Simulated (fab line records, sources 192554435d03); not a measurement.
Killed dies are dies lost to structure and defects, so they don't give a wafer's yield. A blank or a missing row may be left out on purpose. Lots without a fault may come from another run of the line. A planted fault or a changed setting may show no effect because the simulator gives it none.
Chamber matching | flow n5_finfet | N5_BEOL_M2_PECVD_72 on pecvd-02: 3 sister chambers
The step deposits SiO2 from TEOS/O2, target thk 16 nm, time 18 s. 3 wafers are shown with their chamber, then 8 later ones without.

WAFERS WITH THEIR CHAMBER
wafer  | chamber | throttle_valve_pct (%)
L091.4 | 2       | 22.7
L092.3 | 1       | 21.9
L092.4 | 0       | 22.3

WAFERS WITHOUT THEIR CHAMBER
wafer  | throttle_valve_pct (%)
L092.5 | 21.9
L092.6 | 21.7
L093.3 | 21.8
L093.4 | 21.9
L093.6 | 22.1
L094.1 | 22.2
L094.5 | 22.1
L094.6 | 22.0

WHICH CHAMBER EACH WENT THROUGH
wafer  | from the rows above     | in truth
L092.5 | 1                       | 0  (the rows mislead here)
L092.6 | 1                       | 1
L093.3 | 1                       | 1
L093.4 | 1                       | 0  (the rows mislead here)
L093.6 | can't be placed: 0 or 1 | 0
L094.1 | can't be placed: 0 or 1 | 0
L094.5 | can't be placed: 0 or 1 | 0
L094.6 | can't be placed: 1 or 0 | 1
Placed correctly: 2 of 8. Can't be placed from these rows: 4 (the true chamber is among the candidates in 4). Placed wrongly: 2.
How it was worked out, from the rows above alone: a wafer's distance from a chamber is the root of the sum, over the readings, of the square of ((its reading less the chamber's mean) divided by the reading's scatter). The wafer belongs to the nearest chamber; if the next one is less than 2 further off, it can't be placed. A chamber's mean is the mean of its shown wafers. The scatter: with one shown wafer a chamber, the root of the mean of the squares of how far each hidden wafer lies from its nearest shown one.
